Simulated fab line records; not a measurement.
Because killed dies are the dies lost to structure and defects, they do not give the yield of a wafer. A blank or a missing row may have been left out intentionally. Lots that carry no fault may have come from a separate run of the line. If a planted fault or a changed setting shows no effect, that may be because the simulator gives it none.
fab line records    flow n5_finfet
record: lots: 11  wafers: 33  last_day: 17
route steps=1938 shown BEOL_M3@1008 BEOL_M4@1111 PASSIVATION@1936
lots that met no fault: taken from a fault-free run of the same line
start_h: hours from the record's opening day to when the first of the lot's shown wafers began    wait_h: hours elapsed since this lot's preceding step    " repeats the value in the row above    L1.1+2: one row covering several wafers at once    - no value, or no start was given    * or withheld: withheld    < > ~ a bound
route shown NAME@n: names a module that has steps shown in the file, with the first one's number in the route    usual: the fault-free wafers' mean and standard deviation    same: alike in all rows    chamber/n: place in a boat    sites: the reading at each site    _std_site: standard deviation across them    _edge_site: outer sites' mean less inner sites'    radius_mm: how far each site lies from the wafer's centre    mask NAME#n: copy n    behind: the most recent tool/chamber to have shaped the wafer    hold: the reason the lot was held/the length of the hold in hours/how it ended    device: which transistor (n, p or np) failed to switch    end of line: the route-end tests of the same wafers    a step without rows: its recipe alone    killed: dies lost to structure and defects at the first sort, not the wafer's yield    map: dies across one wafer; x = killed, . = not, _ = none there
set.NAME: the setting the step ran with; set.NAME@STEP: the setting that earlier step ran with    model.NAME: the simulator's own value behind a step, which no gauge read
route steps across a sampled set of lots; one table per step, one row per wafer
services: when a tool's chamber went out of use (start_h, in hours from the record's first day, below 0 if earlier), for how many hours, and the reason
== steps ==
step: N5_BEOL_M3_SPUTTER_94
recipe: material: Cu  target_thk_a: 45  temp_c: -20  chamber_pressure_pa: 0.07  power_w: withheld  time_s: 8.29
usual: throttle_valve_pct: 30.2/1.1
lot.wafer  tool            chamber  start_h  wait_h  throttle_valve_pct
L179.1     pvd_sputter-02  -        160.62   0.1     31.3
L179.2     "               -        "        "       29.1
L179.6     "               -        "        "       30.5
L181.3     pvd_sputter-01  -        174.30   0.1     29.8
L181.4     "               -        "        "       30.5
L181.5     "               -        "        "       28.8
L184.4     pvd_sputter-01  -        192.76   0.1     28.6
L184.5     "               -        "        "       28.9
L184.6     "               -        "        "       30.8
L188.4     pvd_sputter-03  -        211.56   0.1     29.6
L188.5     "               -        "        "       32.2
L188.6     "               -        "        "       31.1
L189.3     pvd_sputter-03  -        213.42   0.1     29.6
L189.4     "               -        "        "       29.5
L189.5     "               -        "        "       31.1
L191.1     pvd_sputter-02  -        231.88   0.1     30.4
L191.2     "               -        "        "       31.3
L191.6     "               -        "        "       31.3
L192.1     pvd_sputter-02  -        243.15   0.1     30.4
L192.4     "               -        "        "       29.1
L192.6     "               -        "        "       28.7
L195.2     pvd_sputter-03  -        258.43   0.1     29.5
L195.3     "               -        "        "       32.1
L195.6     "               -        "        "       31.1
L196.1     pvd_sputter-02  -        260.65   0.1     29.0
L196.5     "               -        "        "       28.8
L196.6     "               -        "        "       28.8
L197.1     pvd_sputter-03  -        272.44   0.1     29.6
L197.3     "               -        "        "       29.9
L197.4     "               -        "        "       32.4
L200.1     pvd_sputter-02  -        286.61   0.1     31.3
L200.4     "               -        "        "       29.1
L200.5     "               -        "        "       31.2
step: N5_BEOL_M3_PRE_CLEAN_60
recipe: gas: NH3/H2  time_s: 15  temp_c: *  rf_power_w: 300
usual: heater_power_w: 86/17
lot.wafer  tool       chamber  start_h  wait_h  heater_power_w
L179.1     cvd_co-01  2        161.67   0.0     80
L179.2     "          1        "        "       117
L179.6     "          0        "        "       86
L181.3     cvd_co-01  0        175.34   0.0     84
L181.4     "          2        "        "       82
L181.5     "          0        "        "       87
L184.4     cvd_co-02  2        193.82   0.1     86
L184.5     "          1        "        "       64
L184.6     "          0        "        "       72
L188.4     cvd_co-01  0        212.84   0.1     84
L188.5     "          2        "        "       81
L188.6     "          1        "        "       118
L189.3     cvd_co-02  0        214.46   0.0     76
L189.4     "          2        "        "       87
L189.5     "          1        "        "       66
L191.1     cvd_co-02  0        232.94   0.0     73
L191.2     "          2        "        "       88
L191.6     "          1        "        "       65
L192.1     cvd_co-02  2        244.27   0.0     88
L192.4     "          1        "        "       67
L192.6     "          2        "        "       89
L195.2     cvd_co-01  2        259.48   0.0     80
L195.3     "          0        "        "       88
L195.6     "          2        "        "       83
L196.1     cvd_co-01  1        261.81   0.0     119
L196.5     "          1        "        "       119
L196.6     "          0        "        "       85
L197.1     cvd_co-02  1        273.49   0.0     66
L197.3     "          0        "        "       75
L197.4     "          1        "        "       66
L200.1     cvd_co-02  0        287.80   0.0     74
L200.4     "          1        "        "       66
L200.5     "          0        "        "       75
step: N5_BEOL_M3_DEP_57
recipe: material: SiCN  target_thk_a: 80  temp_c: withheld  precursor: 3MS/NH3  pressure_torr: 3  rf_w: 202  time_s: 14
usual: chamber_pressure_Torr: 3.001/0.0066  rf_fwd_power_W: 199.8/0.84  showerhead_plenum_p_Torr: 3.669/0.016  showerhead_vpp_V: 877/36  throttle_valve_pct: 9.3/0.96
lot.wafer  tool      chamber  start_h  wait_h  chamber_pressure_Torr  rf_fwd_power_W  showerhead_plenum_p_Torr  showerhead_vpp_V  throttle_valve_pct
L179.1     pecvd-04  0        161.82   0.0     3.005                  200.1           3.692                     824               9.7
L179.2     "         1        "        "       3.006                  199.6           3.681                     931               11.3
L179.6     "         0        "        "       2.996                  199.6           3.682                     827               9.8
L181.3     pecvd-02  0        175.50   0.0     3.010                  199.8           3.661                     945               8.9
L181.4     "         0        "        "       3.006                  200.9           3.658                     909               8.9
L181.5     "         1        "        "       3.007                  201.2           3.673                     876               9.6
L184.4     pecvd-02  1        193.99   0.0     2.986                  198.7           3.669                     838               9.5
L184.5     "         2        "        "       3.005                  199.8           3.691                     888               9.0
L184.6     "         0        "        "       3.001                  199.4           3.649                     930               8.9
L188.4     pecvd-03  1        212.99   0.0     3.000                  200.9           3.656                     872               9.1
L188.5     "         0        "        "       2.994                  200.0           3.662                     876               8.7
L188.6     "         2        "        "       3.006                  199.8           3.639                     831               9.1
L189.3     pecvd-02  1        214.65   0.0     3.006                  199.2           3.672                     864               9.8
L189.4     "         0        "        "       2.992                  200.2           3.650                     927               8.8
L189.5     "         0        "        "       3.003                  198.3           3.644                     953               9.2
L191.1     pecvd-02  0        233.10   0.0     -                      -               -                         -                 -
L191.2     "         1        "        "       -                      -               -                         -                 -
L191.6     "         2        "        "       -                      -               -                         -                 -
L192.1     pecvd-04  2        244.43   0.0     -                      -               -                         -                 -
L192.4     "         2        "        "       -                      -               -                         -                 -
L192.6     "         0        "        "       -                      -               -                         -                 -
L195.2     pecvd-02  2        259.64   0.0     3.000                  202.4           3.687                     889               8.5
L195.3     "         1        "        "       3.000                  199.7           3.678                     863               9.6
L195.6     "         0        "        "       2.999                  200.2           3.644                     935               9.1
L196.1     pecvd-04  0        261.97   0.0     2.997                  200.6           3.691                     843               9.7
L196.5     "         0        "        "       2.994                  200.3           3.684                     841               9.8
L196.6     "         2        "        "       3.005                  198.8           3.665                     856               8.3
L197.1     pecvd-04  0        273.64   0.0     3.005                  199.5           3.697                     851               9.8
L197.3     "         2        "        "       2.994                  198.9           3.665                     850               8.0
L197.4     "         1        "        "       3.006                  198.6           3.677                     893               11.3
L200.1     pecvd-02  1        287.97   0.0     2.992                  198.9           3.681                     846               9.4
L200.4     "         2        "        "       2.999                  200.6           3.690                     898               8.5
L200.5     "         1        "        "       2.997                  198.7           3.674                     862               9.9
step: N5_BEOL_M4_RC_MEAS_101
usual: DIBL_N: 36.5/1.9  DIBL_P: 36.4/2.4  IOFF_N: 0.16/0.037  IOFF_P: 0.22/0.045  ION_N: 674/13  ION_P: 463/8.2  SS_N: 71.7/0.67  SS_P: 73.3/0.74  VT_N: 250/3.8  VT_P: -249/3.7
lot.wafer  tool       chamber  start_h  wait_h  DIBL_N[mV/V]  DIBL_P[mV/V]  IOFF_N[nA/um]  IOFF_P[nA/um]  ION_N[uA/um]  ION_P[uA/um]  SS_N[mV/dec]  SS_P[mV/dec]  VT_N[mV]  VT_P[mV]
L179.1     prober-01  0        172.26   0.0     38.9          40.1          0.18           0.24           665           457           72.3          73.4          251       -250
L179.2     "          0        "        "       36.1          35.9          0.13           0.18           677           463           71.7          72.8          255       -254
L179.6     "          0        "        "       37.6          37.2          0.15           0.19           659           450           72.2          73.3          253       -257
L181.3     prober-02  0        183.16   0.3     36.8          34.9          0.14           0.18           667           464           72.4          73.0          254       -251
L181.4     "          0        "        "       38.4          37.0          0.17           0.22           668           457           71.8          73.6          246       -251
L181.5     "          0        "        "       40.7          39.0          0.20           0.24           670           461           72.4          73.3          250       -251
L184.4     prober-02  0        205.52   0.5     36.6          38.4          0.16           0.24           672           462           72.8          73.2          250       -247
L184.5     "          0        "        "       36.5          38.1          0.15           0.24           661           460           72.5          74.1          252       -247
L184.6     "          0        "        "       34.6          35.2          0.13           0.19           673           465           70.8          72.4          250       -250
L188.4     prober-01  0        225.33   0.5     35.7          35.8          0.15           0.23           673           466           71.4          73.9          249       -247
L188.5     "          0        "        "       36.9          36.3          0.15           0.22           662           455           71.8          74.3          252       -248
L188.6     "          0        "        "       36.1          35.9          0.15           0.23           674           465           71.2          72.7          249       -247
L189.3     prober-02  0        225.59   0.3     34.7          34.9          0.15           0.19           676           462           71.5          72.6          251       -250
L189.4     "          0        "        "       35.4          36.1          0.15           0.20           678           462           72.3          73.1          251       -254
L189.5     "          0        "        "       36.3          37.3          0.19           0.23           699           477           71.9          72.8          245       -248
L196.1     prober-02  0        272.28   0.0     36.9          36.6          0.17           0.23           667           461           72.0          73.4          251       -250
L196.5     "          0        "        "       33.9          33.6          0.13           0.18           665           459           70.8          72.9          251       -252
L196.6     "          0        "        "       36.2          36.3          0.16           0.22           680           465           72.0          73.0          252       -250
L195.2     prober-01  0        273.01   0.2     37.3          37.7          0.17           0.24           683           469           72.4          73.1          247       -249
L195.3     "          0        "        "       35.6          35.2          0.13           0.21           655           458           71.1          73.1          252       -247
L195.6     "          0        "        "       40.7          41.7          0.26           0.33           692           471           73.3          74.5          242       -244
L197.1     prober-02  0        284.96   0.0     36.4          37.3          0.17           0.26           677           469           71.8          73.0          247       -245
L197.3     "          0        "        "       36.0          36.4          0.17           0.23           677           465           72.1          73.4          248       -248
L197.4     "          0        "        "       37.7          38.1          0.20           0.27           676           464           72.2          74.2          246       -246
L200.1     prober-02  0        301.98   0.0     35.2          34.4          0.12           0.17           658           450           70.9          72.6          254       -253
L200.4     "          0        "        "       37.6          35.5          0.16           0.18           667           453           71.8          72.7          250       -253
L200.5     "          0        "        "       34.8          33.1          0.11           0.15           645           440           71.3          73.1          257       -256
step: N5_PASSIVATION_PROBE_49
usual: defect_limited_yield: 91.6/1.4  killed_at_M0_to_M3: 34/8.9  killed_at_M4_up: 13/5  killed_at_contacts: 12/7  killed_at_front_end: 38/11  killed_at_other: 3.2/2.9  killed_dies: 99/16  killed_on_rim: 13/4  killed_open: 65/13  killed_short: 32/7.6  sort_bin_4_leakage: 0.00/0.012  sort_bin_5_function: 5.0/0.9  sort_bin_6_memory: 3.1/0.65  sort_bin_8_speed: 0.0/0.4  sort_n_pass: 1081/16  sort_yield_pct: 91.6/1.4
same: gross_dies: 1180  killed_at_back_side: 0
lot.wafer  tool       chamber  start_h  wait_h  defect_limited_yield[%]  killed_at_M0_to_M3  killed_at_M4_up  killed_at_contacts  killed_at_front_end  killed_at_other  killed_dies  killed_on_rim  killed_open  killed_short  sort_bin_4_leakage[%]  sort_bin_5_function[%]  sort_bin_6_memory[%]  sort_bin_8_speed[%]  sort_n_pass  sort_yield_pct[%]
L179.1     prober-01  -        263.46   0.0     91.4                     28                  25               18                  29                   1                101          9              74           26            0                      4.9                     3.4                   0                    1079         91.4
L179.2     prober-01  -        263.51   0.1     91.3                     30                  17               12                  40                   4                103          19             69           34            0                      5.8                     2.6                   0                    1077         91.3
L179.6     prober-01  -        263.71   0.3     92.0                     27                  11               13                  43                   0                94           11             67           26            0                      5.0                     2.8                   0.1                  1086         92.0
L181.3     prober-02  -        280.89   0.1     89.8                     27                  17               35                  34                   7                120          18             93           23            0                      6.6                     3.1                   0                    1060         89.8
L181.4     prober-02  -        280.94   0.2     89.4                     44                  10               37                  34                   0                125          17             83           39            0                      5.8                     4.7                   0                    1055         89.4
L181.5     prober-02  -        280.99   0.2     92.5                     22                  12               25                  29                   1                89           7              56           28            0                      4.4                     2.9                   0                    1091         92.5
L184.4     prober-02  -        303.34   0.2     92.5                     36                  11               9                   33                   0                89           8              59           30            0                      4.5                     3.0                   0                    1091         92.5
L184.5     prober-02  -        303.39   0.2     92.7                     40                  4                4                   27                   11               86           8              62           24            0                      4.3                     2.8                   0                    1094         92.7
L184.6     prober-02  -        303.44   0.3     92.3                     47                  8                8                   23                   5                91           9              59           32            0                      4.8                     2.5                   0                    1089         92.3
L188.4     prober-02  -        336.00   0.2     90.6                     36                  15               19                  41                   0                111          17             75           31            0                      5.3                     3.6                   0                    1069         90.6
L188.5     prober-02  -        336.05   0.2     91.3                     40                  11               21                  30                   1                103          15             71           31            0                      4.2                     3.7                   0                    1077         91.3
L188.6     prober-02  -        336.10   0.3     88.4                     45                  9                7                   73                   3                137          17             89           47            0                      6.8                     4.2                   0                    1043         88.4
L189.3     prober-01  -        336.30   0.1     92.5                     31                  9                4                   39                   6                89           16             57           23            0                      4.5                     2.3                   0                    1091         92.5
L189.4     prober-01  -        336.35   0.2     93.6                     30                  8                5                   28                   4                75           15             41           25            0                      3.4                     2.1                   0                    1105         93.6
L189.5     prober-01  -        336.40   0.2     91.2                     36                  11               15                  32                   10               104          11             63           41            0                      5.8                     2.6                   0                    1076         91.2
L191.1     prober-02  -        349.74   0.0     0                        1140                9                7                   20                   4                1180         152            47           29            0                      97.7                    2.2                   0                    0            0
L191.2     prober-02  -        349.79   0.1     0                        1126                5                3                   46                   0                1180         152            51           24            0                      97.4                    2.5                   0                    0            0
L191.6     prober-02  -        349.99   0.3     0                        1125                11               6                   36                   2                1180         152            72           34            0                      96.2                    3.6                   0                    0            0
L192.1     prober-02  -        355.47   0.0     0                        1122                14               16                  21                   7                1180         152            62           29            0                      96.2                    3.2                   0                    0            0
L192.4     prober-02  -        355.62   0.2     0                        1130                7                13                  30                   0                1180         152            50           27            0                      97.6                    2.2                   0                    0            0
L192.6     prober-02  -        355.72   0.3     0                        1124                15               4                   37                   0                1180         152            47           32            0                      97.3                    2.7                   0                    0            0
L195.2     prober-02  -        363.76   0.1     90.7                     39                  17               13                  36                   5                110          12             74           36            0                      5.7                     3.1                   0                    1070         90.7
L195.3     prober-02  -        363.81   0.1     92.9                     33                  10               6                   29                   6                84           9              68           16            0                      4.2                     2.8                   0                    1096         92.9
L195.6     prober-02  -        363.96   0.3     91.9                     27                  19               5                   40                   5                96           14             50           43            0.08                   5.3                     2.5                   0                    1083         91.8
L196.1     prober-01  -        377.09   0.0     91.4                     23                  23               7                   39                   9                101          10             57           41            0                      5.1                     3.1                   0                    1079         91.4
L196.5     prober-01  -        377.29   0.2     91.4                     27                  12               11                  44                   8                102          16             63           38            0                      5.1                     3.6                   0                    1078         91.4
L196.6     prober-01  -        377.34   0.3     93.2                     31                  8                6                   30                   5                80           10             43           36            0                      3.5                     2.8                   0                    1100         93.2
L197.1     prober-01  -        387.61   0.0     89.2                     29                  24               16                  55                   4                128          21             89           39            0                      7.4                     3.2                   0                    1052         89.2
L197.3     prober-01  -        387.71   0.1     89.5                     40                  19               30                  28                   7                124          16             80           44            0                      5.8                     4.5                   0                    1056         89.5
L197.4     prober-01  -        387.76   0.2     89.1                     35                  18               13                  57                   6                129          15             81           47            0                      6.7                     4.0                   0                    1051         89.1
L200.1     prober-02  -        400.95   0.0     93.3                     36                  8                11                  24                   0                79           13             47           30            0                      3.8                     2.5                   0                    1101         93.3
L200.4     prober-02  -        401.10   0.2     93.0                     35                  11               5                   31                   1                83           10             58           23            0                      4.6                     2.5                   0                    1097         93.0
L200.5     prober-02  -        401.15   0.2     92.3                     34                  8                12                  36                   1                91           16             60           29            0                      5.0                     2.5                   0.1                  1088         92.2
killed by level:class
L179.1 MOL_CONTACT_COAG:geometric_particle:open=13 BEOL_M4:geometric_particle:open=12 BEOL_M0_SAQP:geometric_particle:open=11 FIN_SAQP:geometric_particle:open=8 BEOL_M0_SAQP:geometric_particle:short=8 BEOL_M5:geometric_particle:open=7 DUMMY_GATE:geometric_particle:open=5 MOL_CONTACT_COAG:geometric_particle:short=5
L179.2 STI_FIN_REVEAL:geometric_particle:open=10 FIN_SAQP:geometric_particle:open=9 MOL_CONTACT_COAG:geometric_particle:open=9 BEOL_M0_SAQP:geometric_particle:short=7 BEOL_M0_SAQP:geometric_particle:open=7 BEOL_M1:geometric_particle:open=6 BEOL_M2:geometric_particle:open=5 BEOL_M4:geometric_particle:open=5
L179.6 STI_FIN_REVEAL:geometric_particle:open=12 MOL_CONTACT_COAG:geometric_particle:open=11 DUMMY_GATE:geometric_particle:open=6 BEOL_M1:geometric_particle:open=6 BEOL_M4:geometric_particle:open=6 BEOL_M0_SAQP:geometric_particle:open=5 STI_FIN_REVEAL:geometric_particle:short=4 BEOL_M1:geometric_particle:short=4
L181.3 MOL_CONTACT_COAG:geometric_particle:open=30 FIN_SAQP:geometric_particle:open=16 BEOL_M3:geometric_particle:open=8 BEOL_M4:geometric_particle:open=7 BEOL_M0_SAQP:geometric_particle:short=5 BEOL_M5:geometric_particle:open=5 STI_FIN_REVEAL:geometric_particle:open=4 DUMMY_GATE:geometric_particle:open=4
L181.4 MOL_CONTACT_COAG:geometric_particle:open=27 BEOL_M0_SAQP:geometric_particle:open=16 MOL_CONTACT_COAG:geometric_particle:short=9 BEOL_M0_SAQP:geometric_particle:short=8 FIN_SAQP:geometric_particle:short=7 FIN_SAQP:geometric_particle:open=7 BEOL_M3:geometric_particle:open=6 DUMMY_GATE:geometric_particle:open=5
L181.5 MOL_CONTACT_COAG:geometric_particle:open=14 MOL_CONTACT_COAG:geometric_particle:short=10 FIN_SAQP:geometric_particle:open=8 BEOL_M0_SAQP:geometric_particle:open=5 BEOL_M4:geometric_particle:open=5 ILD0:geometric_particle:open=4 BEOL_M3:geometric_particle:short=4 FIN_SAQP:geometric_particle:short=3
L184.4 BEOL_M3:geometric_particle:open=10 MOL_CONTACT_COAG:geometric_particle:open=7 STI_FIN_REVEAL:geometric_particle:open=6 DUMMY_GATE:geometric_particle:open=6 BEOL_M0_SAQP:geometric_particle:open=5 BEOL_M3:geometric_particle:short=5 BEOL_M4:geometric_particle:short=5 STARTING-WAFER:geometric_particle:open=5
L184.5 BEOL_M0_SAQP:geometric_particle:open=12 STI_FIN_REVEAL:geometric_particle:open=9 BEOL_M3:geometric_particle:open=7 BEOL_M1:geometric_particle:open=6 BEOL_M0:geometric_particle:open=4 DUMMY_GATE:geometric_particle:open=4 MOL_CONTACT_COAG:geometric_particle:open=4 BEOL_M0_SAQP:geometric_particle:short=4
L184.6 BEOL_M3:geometric_particle:open=16 BEOL_M1:geometric_particle:open=8 MOL_CONTACT_COAG:geometric_particle:open=6 STARTING-WAFER:geometric_particle:short=6 GATE_CUT:geometric_particle:short=5 BEOL_M0:geometric_particle:open=5 BEOL_M0_SAQP:geometric_particle:open=4 BEOL_M2:geometric_particle:short=4
L188.4 MOL_CONTACT_COAG:geometric_particle:open=16 FIN_SAQP:geometric_particle:short=11 BEOL_M2:geometric_particle:open=10 BEOL_M4:geometric_particle:open=9 STI_FIN_REVEAL:geometric_particle:open=8 FIN_SAQP:geometric_particle:open=7 BEOL_M0_SAQP:geometric_particle:short=6 BEOL_M0_SAQP:geometric_particle:open=6
L188.5 MOL_CONTACT_COAG:geometric_particle:open=17 FIN_SAQP:geometric_particle:open=7 BEOL_M2:geometric_particle:open=7 BEOL_M3:geometric_particle:open=7 FIN_SAQP:geometric_particle:short=6 BEOL_M0_SAQP:geometric_particle:open=6 BEOL_M0:geometric_particle:open=6 BEOL_M0_SAQP:geometric_particle:short=5
L188.6 STI_FIN_REVEAL:geometric_particle:open=25 FIN_SAQP:geometric_particle:open=15 BEOL_M2:geometric_particle:open=13 BEOL_M0_SAQP:geometric_particle:short=11 BEOL_M0_SAQP:geometric_particle:open=9 FIN_SAQP:geometric_particle:short=7 BEOL_M3:geometric_particle:open=6 STI_FIN_REVEAL:geometric_particle:short=5
L189.3 BEOL_M1:geometric_particle:open=9 HKMG_FIN:area_etch=8 BEOL_M0_SAQP:geometric_particle:open=7 STI_FIN_REVEAL:geometric_particle:open=6 FIN_SAQP:geometric_particle:open=5 BEOL_M0:geometric_particle:open=5 BEOL_M2:geometric_particle:open=5 FIN_SAQP:geometric_particle:short=4
L189.4 BEOL_M2:geometric_particle:open=9 HKMG_FIN:area_etch=8 BEOL_M0_SAQP:geometric_particle:short=7 FIN_SAQP:geometric_particle:short=6 BEOL_M0_SAQP:geometric_particle:open=5 MOL_CONTACT_COAG:geometric_particle:open=5 STI_FIN_REVEAL:geometric_particle:open=3 DUMMY_GATE:geometric_particle:open=3
L189.5 MOL_CONTACT_COAG:geometric_particle:open=12 BEOL_M0_SAQP:geometric_particle:short=11 FIN_SAQP:geometric_particle:short=9 FIN_SAQP:geometric_particle:open=9 BEOL_M0_SAQP:geometric_particle:open=8 BEOL_M3:geometric_particle:open=6 BEOL_M2:geometric_particle:open=5 BEOL_M8:geometric_particle:open=4
L191.1 BEOL_M3:area_dep=1104 BEOL_M0_SAQP:geometric_particle:short=14 BEOL_M0_SAQP:geometric_particle:open=13 MOL_CONTACT_COAG:geometric_particle:open=6 BEOL_M1:geometric_particle:open=5 DUMMY_GATE:geometric_particle:open=4 STI_FIN_REVEAL:geometric_particle:open=3 BEOL_M4:geometric_particle:open=3
L191.2 BEOL_M3:area_dep=1105 STI_FIN_REVEAL:geometric_particle:open=19 FIN_SAQP:geometric_particle:open=7 BEOL_M1:geometric_particle:open=7 BEOL_M0_SAQP:geometric_particle:short=6 FIN_SAQP:geometric_particle:short=5 GATE_CUT:geometric_particle:short=3 BEOL_M0_SAQP:geometric_particle:open=3
L191.6 BEOL_M3:area_dep=1073 BEOL_M0_SAQP:geometric_particle:open=16 BEOL_M0_SAQP:geometric_particle:short=11 BEOL_M3:geometric_particle:open=8 STI_FIN_REVEAL:geometric_particle:open=7 DUMMY_GATE:geometric_particle:open=6 MOL_CONTACT_COAG:geometric_particle:open=5 GATE_CUT:geometric_particle:open=4
L192.1 BEOL_M3:area_dep=1088 MOL_CONTACT_COAG:geometric_particle:open=16 BEOL_M0_SAQP:geometric_particle:open=9 BEOL_M2:geometric_particle:open=6 BEOL_M0_SAQP:geometric_particle:short=5 BEOL_M1:geometric_particle:open=5 GATE_CUT:geometric_particle:short=4 STARTING-WAFER:geometric_particle:short=4
L192.4 BEOL_M3:area_dep=1102 BEOL_M3:geometric_particle:open=12 MOL_CONTACT_COAG:geometric_particle:open=11 FIN_SAQP:geometric_particle:short=6 BEOL_M1:geometric_particle:open=5 DUMMY_GATE:geometric_particle:open=4 GATE_CUT:geometric_particle:short=4 STARTING-WAFER:geometric_particle:short=4
L192.6 BEOL_M3:area_dep=1100 BEOL_M0_SAQP:geometric_particle:short=9 FIN_SAQP:geometric_particle:short=8 DUMMY_GATE:geometric_particle:open=7 GATE_CUT:geometric_particle:open=7 BEOL_M0_SAQP:geometric_particle:open=6 STI_FIN_REVEAL:geometric_particle:open=5 BEOL_M5:geometric_particle:open=5
L195.2 MOL_CONTACT_COAG:geometric_particle:open=13 BEOL_M2:geometric_particle:open=9 BEOL_M0_SAQP:geometric_particle:open=7 FIN_SAQP:geometric_particle:short=6 BEOL_M1:geometric_particle:open=6 BEOL_M3:geometric_particle:open=6 DUMMY_GATE:geometric_particle:open=5 SPACER0:geometric_particle:short=5
L195.3 STI_FIN_REVEAL:geometric_particle:open=12 BEOL_M1:geometric_particle:open=12 BEOL_M4:geometric_particle:open=8 BEOL_M2:geometric_particle:open=7 MOL_CONTACT_COAG:geometric_particle:open=6 BEOL_M0:geometric_particle:open=4 BEOL_M1:geometric_particle:short=4 STARTING-WAFER:geometric_particle:open=4
L195.6 FIN_SAQP:geometric_particle:short=10 BEOL_M3:geometric_particle:open=8 FIN_SAQP:geometric_particle:open=7 GATE_CUT:geometric_particle:short=7 STI_FIN_REVEAL:geometric_particle:open=6 BEOL_M1:geometric_particle:open=5 GATE_CUT:geometric_particle:open=4 MOL_CONTACT_COAG:geometric_particle:open=4
L196.1 GATE_CUT:geometric_particle:short=8 BEOL_M4:geometric_particle:open=8 FIN_SAQP:geometric_particle:open=5 MOL_CONTACT_COAG:geometric_particle:open=5 FIN_SAQP:geometric_particle:short=4 BEOL_M2:geometric_particle:short=4 STI_FIN_REVEAL:geometric_particle:open=4 STARTING-WAFER:geometric_particle:short=4
L196.5 BEOL_M0_SAQP:geometric_particle:short=11 STI_FIN_REVEAL:geometric_particle:open=10 MOL_CONTACT_COAG:geometric_particle:open=10 FIN_SAQP:geometric_particle:short=9 BEOL_M0_SAQP:geometric_particle:open=6 BEOL_M4:geometric_particle:open=6 FIN_SAQP:geometric_particle:open=5 PASS1_CAP:geometric_particle:open=4
L196.6 BEOL_M2:geometric_particle:open=9 BEOL_M0_SAQP:geometric_particle:short=7 DUMMY_GATE:geometric_particle:open=4 FIN_SAQP:geometric_particle:short=4 GATE_CUT:geometric_particle:short=4 GATE_CUT:geometric_particle:open=4 MOL_CONTACT_COAG:geometric_particle:open=4 BEOL_M2:geometric_particle:short=4
L197.1 BEOL_M4:geometric_particle:open=19 STI_FIN_REVEAL:geometric_particle:open=15 FIN_SAQP:geometric_particle:short=12 MOL_CONTACT_COAG:geometric_particle:open=11 BEOL_M2:geometric_particle:open=8 FIN_SAQP:geometric_particle:open=7 BEOL_M0_SAQP:geometric_particle:open=7 MOL_CONTACT_COAG:geometric_particle:short=5
L197.3 MOL_CONTACT_COAG:geometric_particle:open=23 BEOL_M0_SAQP:geometric_particle:short=15 BEOL_M4:geometric_particle:open=13 BEOL_M0_SAQP:geometric_particle:open=9 MOL_CONTACT_COAG:geometric_particle:short=7 STARTING-WAFER:geometric_particle:short=7 STI_FIN_REVEAL:geometric_particle:open=6 BEOL_M1:geometric_particle:open=6
L197.4 STI_FIN_REVEAL:geometric_particle:open=25 FIN_SAQP:geometric_particle:short=11 BEOL_M4:geometric_particle:open=11 BEOL_M0_SAQP:geometric_particle:open=10 MOL_CONTACT_COAG:geometric_particle:open=9 BEOL_M0_SAQP:geometric_particle:short=9 BEOL_M2:geometric_particle:open=7 FIN_SAQP:geometric_particle:open=5
L200.1 MOL_CONTACT_COAG:geometric_particle:open=10 BEOL_M3:geometric_particle:open=10 FIN_SAQP:geometric_particle:open=7 BEOL_M3:geometric_particle:short=6 BEOL_M0_SAQP:geometric_particle:short=5 FIN_SAQP:geometric_particle:short=3 STI_FIN_REVEAL:geometric_particle:open=3 DUMMY_GATE:geometric_particle:open=3
L200.4 FIN_SAQP:geometric_particle:open=12 BEOL_M3:geometric_particle:open=10 BEOL_M4:geometric_particle:open=6 BEOL_M0_SAQP:geometric_particle:open=5 FIN_SAQP:geometric_particle:short=4 STARTING-WAFER:geometric_particle:open=4 BEOL_M0_SAQP:geometric_particle:short=4 BEOL_M2:geometric_particle:short=4
L200.5 BEOL_M3:geometric_particle:open=12 MOL_CONTACT_COAG:geometric_particle:open=10 DUMMY_GATE:geometric_particle:open=7 STI_FIN_REVEAL:geometric_particle:open=6 STARTING-WAFER:geometric_particle:open=6 BEOL_M3:geometric_particle:short=5 BEOL_M0_SAQP:geometric_particle:short=5 BEOL_M4:geometric_particle:open=5
== services ==
tool       chamber  start_h  hours  kind
pecvd-02   0        140.99   6.8    repair
pecvd-03   -        145.58   0.6    repair
pecvd-03   -        148.91   11.4   repair
pecvd-04   1        166.50   5.5    scheduled_down
pecvd-03   1        169.66   5.5    scheduled_down
pecvd-04   2        182.65   2.1    scheduled_down
pecvd-02   1        184.99   5.5    scheduled_down
cvd_co-01  2        189.50   16.4   repair
pecvd-04   -        195.43   2.1    repair
pecvd-02   2        202.38   -      clean
pecvd-02   2        202.38   -      consumable_replace:showerhead
pecvd-02   2        202.38   29.0   scheduled_down
pecvd-02   2        202.38   29.0   vent_cycle
pecvd-02   0        229.53   2.1    scheduled_down
== key ==
first_sign: step: N5_BEOL_M3_DEP_57  reading: tool_record  direction: missing
effect: step: N5_PASSIVATION_PROBE_49  reading: killed_at_M0_to_M3  direction: up  sigmas: 99+  usual: 34  struck: 1128
more_kills_born_at: N5_BEOL_M3_DEP_57@pecvd-04: 3290  N5_BEOL_M3_DEP_57@pecvd-02: 3282
met_at N5_BEOL_M3_DEP_57
struck_lots L191,L192
later_rows_left_out L191.1,L191.2,L191.6,L192.1,L192.4,L192.6
not_acting_at N5_BEOL_M3_SPUTTER_94,N5_BEOL_M3_PRE_CLEAN_60
onset_between 214.65 233.10
fault: kind: skipped_step_whole  tool: pecvd-02,pecvd-04  chamber: -  onset_h: 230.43  steps: N5_BEOL_M3_DEP_57  scope: struck_lots_only
later_rows_left_out: the simulator's readings of these wafers behind a module that went badly wrong aren't trusted and aren't shown, but for the sort
